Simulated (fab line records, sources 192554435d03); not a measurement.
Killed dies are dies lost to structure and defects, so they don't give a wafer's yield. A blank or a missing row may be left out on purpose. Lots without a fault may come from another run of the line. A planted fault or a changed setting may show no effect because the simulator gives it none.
fab line records | flow n5_finfet
record lots=24 wafers=72 last_day=18
route steps=1938 shown BEOL_M15@1795 MIM_TOP_ETCH@1852 MIM_BOT_LITHO@1862
lots that met no fault: from a run of the same line without faults
start_h: hours from the record's first day to the start of the lot's first wafer shown | wait_h: hours since the lot's step before | " the same as in the row above | L1.1+2: a row that stands for several wafers | - no value, or no start given | * or withheld: withheld | < > ~ a bound
route shown NAME@n: a module of which the file shows steps, and the number in the route of the first | usual: mean/standard deviation of fault-free wafers | same: alike in all rows | chamber/n: place in a boat | sites: the reading at each site | _std_site: their standard deviation | _edge_site: outer sites' mean less inner sites' | radius_mm: how far each site lies from the wafer's centre | mask NAME#n: copy n | behind: the tool/chamber that last shaped the wafer | hold: why the lot was held/for how many hours/how that ended | device: the transistor (n, p or np) that didn't switch | end of line: the same wafers' tests at the end of the route | a step without rows: its recipe alone | killed: dies lost to structure and defects at the first sort, not the wafer's yield | map: a wafer's dies, x killed, . not, _ none there
set.NAME: the setting as run; set.NAME@STEP: as run at that earlier step | model.NAME: the simulator's own value behind a step, which no gauge read
steps of the route over a sample of lots; a table a step, a row a wafer
services: from which hour (start_h, from the record's first day; less than 0 if before it) a tool's chamber was out of use, for how many hours, and why
## steps
# step N5_BEOL_M15_ETCH_57
# recipe chemistry=N2/H2 target=SOC source_w=3000 bias_w=350 time_s=750 ion_energy_ev=200 pressure_mtorr=30 n2_flow_sccm=200 h2_flow_sccm=200
# usual drypump_motor_current_A=5.9/0.47 h2_flow_sccm=200.0/0.53 oes_product_au=0.77/0.11 rf_vpp_V=524.4/2.5 showerhead_plenum_p_Torr=2.57/0.083 throttle_valve_pct=17.9/0.3
# columns lot.wafer tool chamber start_h wait_h drypump_motor_current_A h2_flow_sccm oes_product_au rf_hours_counter_h rf_vpp_V showerhead_plenum_p_Torr throttle_valve_pct
L074.1 rie_diel-06 3 249.35 - 5.2 200.1 0.72 225 519.6 2.40 17.7
L074.2 " 1 " " 5.7 200.4 0.68 224 526.0 2.61 17.6
L074.5 " 1 " " 5.7 200.3 0.67 - 526.2 2.61 17.6
L075.3 rie_diel-06 3 250.65 - 5.2 200.1 0.71 225 520.1 2.40 17.7
L075.4 " 1 " " 5.7 200.7 0.68 225 527.1 2.61 17.6
L075.5 " 2 " " 6.7 200.8 0.75 - 520.2 2.44 17.9
L076.1 rie_diel-03 0 257.95 - 5.9 200.3 0.69 207 526.8 2.64 18.0
L076.2 " 3 " " 5.9 200.9 0.67 242 523.0 2.64 18.5
L076.3 " 1 " " 6.4 200.0 0.67 250 525.4 2.63 18.1
L077.3 rie_diel-06 2 263.36 - 6.7 199.8 0.76 160 520.8 2.44 17.9
L077.4 " 1 " " 5.7 200.8 0.68 229 526.2 2.60 17.6
L077.5 " 2 " " 6.7 200.3 0.75 - 520.0 2.44 17.9
L078.1 rie_diel-03 3 277.41 - 5.9 200.1 0.66 249 524.3 2.63 18.5
L078.3 " 1 " " 6.4 200.0 0.66 257 524.6 2.63 18.2
L078.4 " 0 " " 5.9 199.6 0.69 214 527.3 2.64 18.0
L079.2 rie_diel-03 1 282.45 - 6.5 200.3 0.66 258 525.6 2.63 18.2
L079.3 " 2 " " 5.6 200.2 0.75 130 522.9 2.57 18.1
L079.4 " 0 " " 5.9 199.3 0.69 - 525.3 2.64 18.0
L080.2 rie_diel-06 1 287.75 - 5.7 201.0 0.67 236 525.1 2.60 17.6
L080.3 " 3 " " 5.2 200.2 0.70 239 520.9 2.39 17.8
L080.4 " 2 " " 6.7 200.6 0.75 166 520.5 2.44 17.9
L081.1 rie_diel-03 2 303.27 - 5.6 200.5 0.75 138 525.4 2.56 18.1
L081.3 " 0 " " 6.0 199.7 0.68 223 524.9 2.63 18.1
L081.6 " 1 " " 6.4 199.1 0.66 - 524.2 2.63 18.2
L082.1 rie_diel-06 1 309.19 - 5.7 200.0 0.67 241 526.4 2.60 17.6
L082.3 " 0 " " 5.7 199.7 0.67 237 524.7 2.61 17.8
L082.4 " 3 " " 5.2 200.4 0.70 246 519.3 2.39 17.8
L083.2 rie_diel-03 2 312.23 - 5.7 200.5 0.75 142 524.6 2.56 18.1
L083.3 " 3 " " 5.9 199.1 0.98 4 525.1 2.63 18.1
L083.6 " 3 " " 5.9 200.5 0.98 - 524.9 2.63 18.1
L084.3 rie_diel-06 0 315.99 - 5.7 201.3 0.68 240 526.2 2.61 17.8
L084.5 " 1 " " 5.7 200.6 0.67 - 526.0 2.60 17.6
L084.6 " 2 " " 6.8 200.0 0.74 - 521.0 2.43 17.9
L085.1 rie_diel-03 3 317.36 - 5.9 200.5 0.96 6 527.1 2.63 18.1
L085.2 " 2 " " 5.7 199.8 0.74 144 524.8 2.56 18.1
L085.6 " 3 " " 5.9 199.6 0.97 - 526.4 2.63 18.1
L086.3 rie_diel-06 0 332.94 - 5.7 198.9 0.67 - 524.8 2.61 17.8
L086.4 " 2 " " 6.7 199.1 0.74 - 519.1 2.43 17.9
L086.5 " 2 " " 6.7 198.9 0.74 - 521.5 2.43 17.9
L088.1 rie_diel-03 1 338.73 - 6.5 199.7 0.93 4 524.6 2.63 17.8
L088.2 " 3 " " 5.9 199.0 0.94 13 526.2 2.63 18.1
L088.5 " 0 " " 5.9 200.8 0.68 - 527.2 2.63 18.1
L087.3 rie_diel-03 2 343.74 - 5.7 200.1 0.73 153 523.4 2.56 18.2
L087.4 " 0 " " 5.9 199.7 0.67 239 526.0 2.63 18.1
L087.5 " 0 " " 5.9 200.1 0.67 - 525.2 2.63 18.1
L089.2 rie_diel-05 1 357.74 - 5.1 200.5 0.67 237 526.7 2.64 18.2
L089.5 " 1 " " 5.1 199.3 0.67 - 525.8 2.64 18.2
L089.6 " 3 " " 6.0 199.8 0.89 - 521.1 2.50 17.6
L090.4 rie_diel-03 1 361.08 - 6.4 199.8 0.92 12 524.0 2.62 17.8
L090.5 " 2 " " 5.7 200.1 0.73 - 522.2 2.55 18.2
L090.6 " 3 " " 5.9 199.9 0.91 - 525.2 2.62 18.1
L091.1 rie_diel-05 3 363.97 - 6.1 199.1 0.89 24 521.6 2.50 17.6
L091.3 " 1 " " 5.1 200.3 0.66 240 526.1 2.63 18.2
L091.6 " 1 " " 5.1 199.8 0.66 - 526.7 2.63 18.2
L092.1 rie_diel-06 1 375.15 - 5.7 199.3 0.95 6 524.3 2.59 17.2
L092.2 " 2 " " 6.7 200.8 0.72 197 520.3 2.42 18.0
L092.5 " 1 " " 5.7 200.2 0.95 - 524.7 2.59 17.2
L094.2 rie_diel-05 1 382.67 - 5.1 200.1 0.66 247 525.9 2.63 18.2
L094.3 " 0 " " 5.3 200.5 0.71 216 527.0 2.61 17.6
L094.4 " 3 " " 6.0 200.2 0.87 30 522.6 2.49 17.6
L095.4 rie_diel-06 1 382.88 - 5.7 199.7 0.94 9 525.4 2.59 17.2
L095.5 " 1 " " 5.7 199.3 0.94 - 525.0 2.59 17.2
L095.6 " 2 " " 6.7 199.7 0.72 - 520.7 2.42 18.0
L093.1 rie_diel-03 3 389.11 - 5.9 200.1 0.90 29 523.3 2.62 18.1
L093.4 " 1 " " 6.4 200.1 0.89 - 524.1 2.62 17.8
L093.5 " 2 " " 5.6 199.3 0.72 - 524.9 2.55 18.2
L096.1 rie_diel-05 0 398.93 - 5.3 199.9 0.70 222 526.0 2.61 17.6
L096.3 " 3 " " 6.0 199.9 0.86 36 522.9 2.49 17.7
L096.5 " 3 " " 6.1 200.5 0.85 - 522.6 2.49 17.7
L097.2 rie_diel-06 3 413.18 - 5.2 200.0 0.90 24 530.1 2.69 17.2
L097.4 " 1 " " 5.7 199.9 0.93 18 526.4 2.59 17.2
L097.5 " 3 " " 5.2 200.1 0.91 - 527.5 2.69 17.2
# step N5_BEOL_M15_OVL_MEAS_29
# recipe points_per_wafer=44
# usual M15_OVL=0/4.3
# same points_per_wafer=44
# columns lot.wafer tool chamber start_h wait_h M15_OVL[nm]
L074.1 overlay-01 0 250.28 0.0 7
L074.2 " 0 " " 3
L074.5 " 0 " " 7
L075.3 overlay-02 0 251.46 0.0 -4
L075.4 " 0 " " 4
L075.5 " 0 " " -3
L076.1 overlay-01 0 258.87 0.0 -4
L076.2 " 0 " " -5
L076.3 " 0 " " -4
L077.3 overlay-02 0 264.16 0.0 2
L077.4 " 0 " " 0
L077.5 " 0 " " -4
L078.1 overlay-02 0 278.22 0.0 -1
L078.3 " 0 " " 1
L078.4 " 0 " " 1
L079.2 overlay-01 0 283.38 0.0 1
L079.3 " 0 " " 3
L079.4 " 0 " " 3
L080.2 overlay-01 0 288.69 0.0 3
L080.3 " 0 " " -3
L080.4 " 0 " " 4
L081.1 overlay-01 0 304.20 0.0 -4
L081.3 " 0 " " -9
L081.6 " 0 " " -10
L082.1 overlay-01 0 309.99 0.0 -2
L082.3 " 0 " " 1
L082.4 " 0 " " -2
L083.2 overlay-02 0 313.18 0.1 3
L083.3 " 0 " " 6
L083.6 " 0 " " 14
L084.3 overlay-01 0 316.92 0.0 -1
L084.5 " 0 " " -2
L084.6 " 0 " " -4
L085.1 overlay-02 0 318.17 0.0 2
L085.2 " 0 " " -6
L085.6 " 0 " " -5
L086.3 overlay-01 0 333.87 0.0 3
L086.4 " 0 " " -2
L086.5 " 0 " " -3
L088.1 overlay-01 0 339.66 0.0 -3
L088.2 " 0 " " -4
L088.5 " 0 " " 4
L087.3 overlay-01 0 344.67 0.0 0
L087.4 " 0 " " 2
L087.5 " 0 " " 5
L089.2 overlay-01 0 358.69 0.0 0
L089.5 " 0 " " 5
L089.6 " 0 " " 4
L090.4 overlay-02 0 361.89 0.0 -1
L090.5 " 0 " " 5
L090.6 " 0 " " -6
L091.1 overlay-02 0 364.78 0.0 -8
L091.3 " 0 " " 1
L091.6 " 0 " " 6
L092.1 overlay-01 0 376.08 0.0 -4
L092.2 " 0 " " 3
L092.5 " 0 " " -5
L094.2 overlay-01 0 383.47 0.0 -2
L094.3 " 0 " " 1
L094.4 " 0 " " 2
L095.4 overlay-01 0 383.68 0.0 -1
L095.5 " 0 " " 11
L095.6 " 0 " " -4
L093.1 overlay-01 0 389.91 0.0 -8
L093.4 " 0 " " -4
L093.5 " 0 " " -2
L096.1 overlay-02 0 399.86 0.0 8
L096.3 " 0 " " -1
L096.5 " 0 " " 5
L097.2 overlay-02 0 413.99 0.0 -1
L097.4 " 0 " " 2
L097.5 " 0 " " 3
# step N5_BEOL_M15_RS_MEAS_54
# recipe thk_meas_gauge=four-point-probe reads=Cu_of_BEOL_M15_ECD_47+Ta_of_BEOL_M15_SPUTTER_44+TaN_of_BEOL_M15_SPUTTER_43
# usual M15_RS=0.0217/0.00047
# columns lot.wafer tool chamber start_h wait_h M15_RS[ohm/sq]
L074.1 film_metro-01 - 254.29 0.0 0.0216
L074.2 " - " " 0.0220
L074.5 " - " " 0.0215
L075.3 film_metro-02 - 254.70 0.1 0.0217
L075.4 " - " " 0.0207
L075.5 " - " " 0.0219
L076.1 film_metro-02 - 261.36 0.0 0.0217
L076.2 " - " " 0.0215
L076.3 " - " " 0.0204
L077.3 film_metro-02 - 269.51 0.1 0.0221
L077.4 " - " " 0.0216
L077.5 " - " " 0.0217
L078.1 film_metro-02 - 284.14 0.0 0.0217
L078.3 " - " " 0.0223
L078.4 " - " " 0.0219
L079.2 film_metro-02 - 286.84 0.1 0.0222
L079.3 " - " " 0.0220
L079.4 " - " " 0.0222
L080.2 film_metro-02 - 294.80 0.1 0.0213
L080.3 " - " " 0.0217
L080.4 " - " " 0.0208
L081.1 film_metro-01 - 310.16 0.0 0.0218
L081.3 " - " " 0.0215
L081.6 " - " " 0.0216
L082.1 film_metro-02 - 314.71 0.0 0.0222
L082.3 " - " " 0.0216
L082.4 " - " " 0.0215
L083.2 film_metro-02 - 316.06 0.1 0.0217
L083.3 " - " " 0.0221
L083.6 " - " " 0.0222
L084.3 film_metro-02 - 321.21 0.1 0.0223
L084.5 " - " " 0.0224
L084.6 " - " " 0.0220
L085.1 film_metro-01 - 321.95 0.0 0.0217
L085.2 " - " " 0.0222
L085.6 " - " " 0.0215
L086.3 film_metro-01 - 336.50 0.1 0.0222
L086.4 " - " " 0.0212
L086.5 " - " " 0.0215
L088.1 film_metro-02 - 342.53 0.1 0.0214
L088.2 " - " " 0.0208
L088.5 " - " " 0.0221
L087.3 film_metro-01 - 348.90 0.1 0.0214
L087.4 " - " " 0.0214
L087.5 " - " " 0.0220
L089.2 film_metro-02 - 362.18 0.1 0.0211
L089.5 " - " " 0.0223
L089.6 " - " " 0.0214
L090.4 film_metro-02 - 369.54 0.0 0.0217
L090.5 " - " " 0.0218
L090.6 " - " " 0.0222
L091.1 film_metro-02 - 369.76 0.0 0.0223
L091.3 " - " " 0.0223
L091.6 " - " " 0.0222
L092.1 film_metro-01 - 378.50 0.0 0.0216
L092.2 " - " " 0.0210
L092.5 " - " " 0.0209
L094.2 film_metro-02 - 387.64 0.1 0.0218
L094.3 " - " " 0.0212
L094.4 " - " " 0.0209
L095.4 film_metro-01 - 388.29 0.0 0.0220
L095.5 " - " " 0.0219
L095.6 " - " " 0.0211
L093.1 film_metro-02 - 392.87 0.0 0.0210
L093.4 " - " " 0.0209
L093.5 " - " " 0.0208
L096.1 film_metro-02 - 407.51 0.0 0.0212
L096.3 " - " " 0.0213
L096.5 " - " " 0.0210
L097.2 film_metro-02 - 417.44 0.1 0.0212
L097.4 " - " " 0.0219
L097.5 " - " " 0.0219
# step N5_MIM_TOP_ETCH_STRIP_01
# recipe chemistry=O2 power_w=600 temp_c=60 pressure_mtorr=30 rf_frequency_hz=6e+07 bias_power_w=0 overash_fraction=0.5 o2_flow_sccm=225
# usual drypump_motor_current_A=5.8/0.49 oes_product_au=0.78/0.11 rf_vpp_V=3.7/1.5 showerhead_plenum_p_Torr=2.12/0.069 throttle_valve_pct=16.68/0.24
# columns lot.wafer tool chamber start_h wait_h drypump_motor_current_A oes_product_au rf_hours_counter_h rf_vpp_V showerhead_plenum_p_Torr throttle_valve_pct
L074.1 rie_diel-06 2 257.25 0.1 6.8 0.76 158 3.3 2.02 16.77
L074.2 " 3 " " 5.1 0.72 229 1.7 2.00 16.87
L074.5 " 0 " " 5.7 0.68 - 4.4 2.19 16.80
L075.3 rie_diel-03 3 257.41 0.1 5.9 0.66 242 6.3 2.15 17.07
L075.4 " 1 " " 6.4 0.66 - 4.4 2.14 16.86
L075.5 " 0 " " 5.9 0.68 - 4.2 2.15 16.68
L076.1 rie_diel-06 2 270.08 0.2 6.7 0.74 161 2.5 2.02 16.80
L076.2 " 1 " " 5.7 0.67 231 1.8 2.17 16.72
L076.3 " 0 " " 5.7 0.65 225 3.5 2.19 16.84
L077.3 rie_diel-06 3 273.99 0.2 5.2 0.71 234 3.7 1.99 16.83
L077.4 " 0 " " 5.7 0.67 227 5.3 2.19 16.83
L077.5 " 3 " " 5.2 0.71 - 2.2 1.99 16.87
L078.1 rie_diel-05 2 288.97 0.4 6.3 0.69 235 6.0 2.17 16.67
L078.3 " 0 " " 5.3 0.73 186 2.1 2.16 16.46
L078.4 " 0 " " 5.3 0.73 - 4.6 2.17 16.52
L079.2 rie_diel-05 2 289.81 0.2 6.4 0.71 235 4.9 2.17 16.72
L079.3 " 3 " " 6.1 0.94 1 4.1 2.07 16.40
L079.4 " 2 " " 6.4 0.70 - 5.0 2.17 16.72
L080.2 rie_diel-06 3 300.95 0.1 5.2 0.71 243 3.8 1.99 16.85
L080.3 " 2 " " 6.7 0.75 169 4.2 2.02 16.81
L080.4 " 1 " " 5.7 0.67 239 2.7 2.17 16.70
L081.1 rie_diel-06 2 314.42 0.2 6.7 0.77 175 2.6 2.01 16.76
L081.3 " 1 " " 5.7 0.66 244 2.9 2.17 16.74
L081.6 " 0 " " 5.8 0.65 - 3.0 2.19 16.85
L082.1 rie_diel-03 0 319.29 0.1 5.9 0.69 231 3.0 2.14 16.69
L082.3 " 3 " " 5.9 0.95 7 3.6 2.14 16.65
L082.4 " 3 " " 5.9 0.97 - 2.8 2.14 16.67
L083.2 rie_diel-03 0 321.54 0.1 5.9 0.68 231 3.3 2.14 16.72
L083.3 " 3 " " 5.9 0.96 8 3.7 2.14 16.61
L083.6 " 2 " " 5.6 0.73 - 2.8 2.12 17.10
L084.3 rie_diel-06 0 325.02 0.1 5.7 0.68 243 1.6 2.18 16.83
L084.5 " 2 " " 6.7 0.76 - 3.7 2.01 16.82
L084.6 " 1 " " 5.7 0.66 - 5.2 2.17 16.66
L085.1 rie_diel-03 3 325.03 0.1 5.9 0.95 9 3.0 2.14 16.64
L085.2 " 2 " " 5.7 0.72 147 2.5 2.12 17.07
L085.6 " 2 " " 5.6 0.73 - 3.1 2.12 17.06
L086.3 rie_diel-05 3 342.36 0.1 6.0 0.88 17 6.2 2.06 16.46
L086.4 " 2 " " 6.3 0.70 251 2.5 2.16 16.70
L086.5 " 1 " " 5.1 0.68 - 1.5 2.16 16.92
L088.1 rie_diel-06 2 347.58 0.1 6.7 0.76 186 1.6 2.01 16.75
L088.2 " 3 " " 5.2 0.98 3 2.0 2.25 16.30
L088.5 " 3 " " 5.1 0.97 - 2.1 2.25 16.29
L087.3 rie_diel-05 0 352.39 0.1 5.3 0.73 206 2.8 2.16 16.57
L087.4 " 3 " " 6.0 0.87 - 4.0 2.06 16.43
L087.5 " 1 " " 5.1 0.68 - 4.6 2.16 16.95
L089.2 rie_diel-06 2 374.59 0.2 6.8 0.74 197 3.9 2.01 16.83
L089.5 " 1 " " 5.7 0.95 - 5.8 2.16 16.24
L089.6 " 2 " " 6.8 0.71 - 4.2 2.01 16.86
L090.4 rie_diel-03 2 374.83 0.1 5.6 0.74 163 3.5 2.12 17.09
L090.5 " 0 " " 5.9 0.68 - 2.5 2.14 16.76
L090.6 " 3 " " 5.9 0.91 - 8.1 2.14 16.67
L091.1 rie_diel-03 2 374.89 0.1 5.6 0.72 163 2.7 2.12 17.11
L091.3 " 0 " " 5.9 0.67 248 4.4 2.14 16.75
L091.6 " 3 " " 5.9 0.91 - 2.4 2.14 16.69
L092.1 rie_diel-06 3 381.84 0.1 5.2 0.94 15 3.8 2.25 16.33
L092.2 " 2 " " 6.7 0.72 199 5.8 2.01 16.85
L092.5 " 1 " " 5.7 0.94 - 1.5 2.16 16.30
L094.2 rie_diel-06 3 392.12 0.1 5.2 0.94 18 2.0 2.25 16.36
L094.3 " 0 " " 5.8 0.92 6 2.3 2.18 16.41
L094.4 " 1 " " 5.7 0.93 11 4.1 2.16 16.29
L095.4 rie_diel-05 3 393.07 0.2 6.1 0.84 33 3.0 2.05 16.46
L095.5 " 1 " " 5.1 0.65 - 6.2 2.15 16.93
L095.6 " 0 " " 5.3 0.71 - 2.4 2.15 16.56
L093.1 rie_diel-06 0 397.25 0.1 5.7 0.93 8 3.6 2.18 16.40
L093.4 " 1 " " 5.7 0.92 14 8.3 2.16 16.22
L093.5 " 2 " " 6.7 0.74 - 2.9 2.00 16.86
L096.1 rie_diel-05 0 410.95 0.1 5.3 0.71 226 2.7 2.15 16.61
L096.3 " 2 " " 6.3 0.95 13 4.5 2.16 16.21
L096.5 " 1 " " 5.1 1.00 - 2.8 2.15 16.41
L097.2 rie_diel-03 1 422.40 0.1 6.5 0.86 31 2.7 2.13 16.50
L097.4 " 0 " " 5.9 0.97 9 2.5 2.13 16.22
L097.5 " 2 " " 5.6 0.71 - 6.2 2.11 17.16
# step N5_MIM_BOT_LITHO_CD_MEAS_08
# recipe target_cd_nm=3000 landing_energy_ev=500 detector=se_inlens polarity=opening
# usual cd_nm=2999.5/2.6
# columns lot.wafer tool chamber start_h wait_h cd_nm
L074.1 cd_sem-03 0 257.82 - 3001.8
L074.2 " 0 " " 3004.0
L074.5 " 0 " " 2998.8
L075.3 cd_sem-03 0 257.98 - 2997.9
L075.4 " 0 " " 2996.2
L075.5 " 0 " " 2998.9
L076.1 cd_sem-01 0 270.63 - 2999.6
L076.2 " 0 " " 2999.5
L076.3 " 0 " " 3000.8
L077.3 cd_sem-03 0 274.54 - 2998.4
L077.4 " 0 " " 2998.4
L077.5 " 0 " " 2997.5
L078.1 cd_sem-01 0 289.52 - 2999.1
L078.3 " 0 " " 2999.2
L078.4 " 0 " " 2998.8
L079.2 cd_sem-03 0 290.25 - 2999.1
L079.3 " 0 " " 3003.4
L079.4 " 0 " " 3001.3
L080.2 cd_sem-01 0 301.37 - 2996.5
L080.3 " 0 " " 2999.5
L080.4 " 0 " " 3001.6
L081.1 cd_sem-03 0 314.97 - 3002.8
L081.3 " 0 " " 3001.8
L081.6 " 0 " " 3000.7
L082.1 cd_sem-01 0 319.71 - 3003.6
L082.3 " 0 " " 3000.0
L082.4 " 0 " " 2999.7
L083.2 cd_sem-02 0 321.96 - 3002.7
L083.3 " 0 " " 2999.5
L083.6 " 0 " " 3002.2
L084.3 cd_sem-01 0 325.57 - 2994.6
L084.5 " 0 " " 3002.8
L084.6 " 0 " " 3000.8
L085.1 cd_sem-02 0 325.72 - 2995.2
L085.2 " 0 " " 2997.9
L085.6 " 0 " " 2996.9
L086.3 cd_sem-03 0 342.91 - 2998.2
L086.4 " 0 " " 2998.3
L086.5 " 0 " " 2996.9
L088.1 cd_sem-02 0 348.13 - 2994.9
L088.2 " 0 " " 2997.2
L088.5 " 0 " " 2995.3
L087.3 cd_sem-03 0 352.94 - 2996.2
L087.4 " 0 " " 2999.4
L087.5 " 0 " " 2996.7
L089.2 cd_sem-02 0 375.05 - 3004.0
L089.5 " 0 " " 3002.0
L089.6 " 0 " " 3000.6
L090.4 cd_sem-03 0 375.27 - 3001.1
L090.5 " 0 " " 2997.8
L090.6 " 0 " " 2996.8
L091.1 cd_sem-02 0 375.31 - 3000.2
L091.3 " 0 " " 2998.9
L091.6 " 0 " " 2997.2
L092.1 cd_sem-01 0 382.26 - 2996.7
L092.2 " 0 " " 2996.4
L092.5 " 0 " " 2996.8
L094.2 cd_sem-03 0 392.68 - 3002.3
L094.3 " 0 " " 3001.6
L094.4 " 0 " " 2997.1
L095.4 cd_sem-01 0 393.52 - 3000.1
L095.5 " 0 " " 3004.1
L095.6 " 0 " " 3000.6
L093.1 cd_sem-01 0 397.82 - 3001.0
L093.4 " 0 " " 2995.9
L093.5 " 0 " " 3000.7
L096.1 cd_sem-03 0 411.52 - 3004.6
L096.3 " 0 " " 2999.2
L096.5 " 0 " " 3002.1
L097.2 cd_sem-01 0 422.82 - 2998.4
L097.4 " 0 " " 2997.7
L097.5 " 0 " " 2996.8
# step N5_MIM_BOT_LITHO_DESCUM_10
# recipe chemistry=O2 time_s=7.9 source_power_w=50 bias_power_w=20 pressure_mtorr=20 rf_frequency_hz=2.712e+07 temp_c=40 o2_flow_sccm=225
# usual drypump_motor_current_A=5.5/0.45 oes_product_au=0.80/0.075 rf_vpp_V=243.3/1.2 showerhead_plenum_p_Torr=2.09/0.065 throttle_valve_pct=20.22/0.2
# columns lot.wafer tool chamber start_h wait_h drypump_motor_current_A oes_product_au rf_hours_counter_h rf_vpp_V showerhead_plenum_p_Torr throttle_valve_pct
L074.1 rie_diel-02 0 257.91 0.0 6.2 0.87 43 241.9 2.01 20.36
L074.2 " 1 " " 5.4 0.79 103 244.0 2.03 20.00
L074.5 " 1 " " 5.4 0.79 - 242.6 2.03 20.01
L075.3 rie_diel-04 2 258.15 0.1 4.9 0.81 82 243.2 2.12 20.16
L075.4 " 1 " " 5.2 0.84 48 244.9 2.23 20.22
L075.5 " 1 " " 5.2 0.85 - 246.1 2.23 20.23
L076.1 rie_diel-01 1 272.04 1.4 5.5 0.85 44 243.3 2.15 20.02
L076.2 " 3 " " 4.8 0.74 129 242.4 2.06 19.82
L076.3 " 0 " " 5.7 0.70 211 243.7 2.15 20.30
L077.3 rie_diel-04 3 275.72 1.1 5.6 0.93 19 244.3 2.14 20.36
L077.4 " 2 " " 5.0 0.80 83 242.8 2.12 20.19
L077.5 " 1 " " 5.2 0.84 - 244.1 2.23 20.23
L078.1 rie_diel-04 1 289.60 0.0 5.2 0.85 54 245.0 2.23 20.24
L078.3 " 0 " " 5.9 0.88 31 243.2 2.04 20.43
L078.4 " 2 " " 4.9 0.80 - 242.8 2.12 20.19
L079.2 rie_diel-01 2 290.47 0.1 5.6 0.85 69 242.5 2.12 20.39
L079.3 " 3 " " 4.8 0.73 136 242.5 2.06 19.81
L079.4 " 0 " " 5.6 0.69 217 245.4 2.15 20.30
L080.2 rie_diel-02 1 301.46 0.0 5.4 0.76 119 241.2 2.02 20.02
L080.3 " 3 " " 6.1 0.68 240 242.7 2.05 20.60
L080.4 " 2 " " 6.2 0.81 64 243.3 2.04 19.98
L081.1 rie_diel-04 2 315.06 0.0 4.9 0.78 96 242.7 2.11 20.21
L081.3 " 1 " " 5.2 0.83 63 245.1 2.22 20.24
L081.6 " 0 " " 5.9 0.85 - 243.3 2.04 20.45
L082.1 rie_diel-02 1 319.80 0.0 5.4 0.76 124 241.6 2.02 20.04
L082.3 " 2 " " 6.2 0.80 70 242.5 2.04 19.99
L082.4 " 0 " " 6.2 0.84 64 243.8 2.00 20.40
L083.2 rie_diel-01 1 322.04 0.0 5.5 0.82 62 243.4 2.14 20.03
L083.3 " 0 " " 5.6 0.69 229 245.0 2.15 20.32
L083.6 " 3 " " 4.8 0.72 - 243.4 2.05 19.83
L084.3 rie_diel-01 0 325.65 0.0 5.6 0.69 231 244.3 2.15 20.31
L084.5 " 0 " " 5.6 0.69 - 244.7 2.15 20.31
L084.6 " 3 " " 4.8 0.71 - 243.5 2.05 19.84
L085.1 rie_diel-04 1 325.81 0.0 5.1 0.83 68 245.5 2.22 20.26
L085.2 " 0 " " 5.9 0.85 46 242.6 2.03 20.44
L085.6 " 2 " " 5.0 0.78 - 244.5 2.11 20.22
L086.3 rie_diel-01 1 342.99 0.0 5.6 0.82 64 243.5 2.14 20.06
L086.4 " 0 " " 5.6 0.68 237 242.9 2.14 20.34
L086.5 " 0 " " 5.6 0.69 - 244.2 2.15 20.35
L088.1 rie_diel-02 2 348.22 0.0 6.2 0.78 81 242.3 2.03 20.02
L088.2 " 0 " " 6.2 0.81 75 242.8 2.00 20.41
L088.5 " 2 " " 6.2 0.79 - 242.8 2.03 19.99
L087.3 rie_diel-01 1 353.03 0.0 5.5 0.82 68 244.8 2.14 20.07
L087.4 " 3 " " 4.8 0.71 160 242.6 2.05 19.85
L087.5 " 1 " " 5.6 0.82 - 243.4 2.14 20.05
L089.2 rie_diel-01 3 375.55 0.4 4.8 0.71 166 242.9 2.05 19.86
L089.5 " 3 " " 4.8 0.71 - 243.7 2.05 19.88
L089.6 " 0 " " 5.6 0.67 - 244.5 2.14 20.34
L090.4 rie_diel-02 1 375.83 0.5 5.4 0.74 144 241.1 2.02 20.05
L090.5 " 2 " " 6.2 0.77 - 242.3 2.03 20.03
L090.6 " 3 " " 6.1 0.99 - 243.7 2.05 20.35
L091.1 rie_diel-04 0 375.84 0.5 5.9 0.84 65 242.0 2.03 20.49
L091.3 " 2 " " 5.0 0.77 121 242.4 2.11 20.23
L091.6 " 3 " " 5.6 0.88 - 242.7 2.13 20.39
L092.1 rie_diel-02 3 382.40 0.1 6.1 0.97 3 242.6 2.05 20.34
L092.2 " 1 " " 5.4 0.73 147 243.0 2.01 20.06
L092.5 " 3 " " 6.1 0.98 - 241.4 2.05 20.37
L094.2 rie_diel-01 2 392.77 0.0 5.6 0.81 105 241.9 2.10 20.43
L094.3 " 3 " " 4.8 0.70 172 242.7 2.05 19.87
L094.4 " 0 " " 5.7 0.68 253 244.2 2.14 20.34
L095.4 rie_diel-02 2 393.60 0.0 6.2 0.76 100 241.2 2.03 20.04
L095.5 " 1 " " 5.4 0.73 - 243.0 2.01 20.06
L095.6 " 2 " " 6.2 0.76 - 241.9 2.03 20.04
L093.1 rie_diel-01 1 398.02 0.1 5.5 0.80 84 243.0 2.13 20.08
L093.4 " 3 " " 4.8 0.70 - 243.6 2.04 19.88
L093.5 " 2 " " 5.6 0.81 - 244.5 2.10 20.43
L096.1 rie_diel-04 0 411.61 0.0 5.9 0.81 80 242.2 2.02 20.51
L096.3 " 3 " " 5.6 0.85 61 244.2 2.13 20.40
L096.5 " 1 " " 5.2 0.79 - 245.6 2.21 20.28
L097.2 rie_diel-01 2 422.93 0.1 5.6 0.80 118 243.2 2.10 20.46
L097.4 " 0 " " 5.6 1.01 2 244.7 2.14 20.05
L097.5 " 0 " " 5.7 1.01 - 242.9 2.14 20.04
## services
# columns tool chamber start_h hours kind
rie_diel-02 - 236.00 4.0 repair
rie_diel-03 - 242.73 14.6 pm
rie_diel-04 - 260.98 14.6 pm
rie_diel-04 3 277.80 22.7 repair
rie_diel-04 - 278.13 2.0 repair
rie_diel-05 1 282.09 17.6 repair
rie_diel-05 2 299.70 4.2 repair
rie_diel-05 - 302.74 1.0 repair
rie_diel-04 3 321.91 5.7 repair
rie_diel-06 3 323.07 - clean
rie_diel-06 3 323.07 - consumable_replace:focus_ring
rie_diel-06 3 323.07 - consumable_replace:showerhead
rie_diel-06 3 323.07 16.6 scheduled_down
rie_diel-01 1 325.21 10.6 repair
rie_diel-06 1 329.32 4.8 repair
rie_diel-04 1 338.19 8.8 repair
rie_diel-05 2 346.06 7.8 repair
rie_diel-03 3 352.59 6.3 repair
rie_diel-02 1 353.41 5.8 repair
rie_diel-01 - 372.40 2.8 pm
rie_diel-01 - 389.62 0.6 repair
rie_diel-04 1 389.83 7.0 repair
rie_diel-01 0 394.29 2.7 repair
rie_diel-02 - 395.15 2.5 repair
## key
fault none
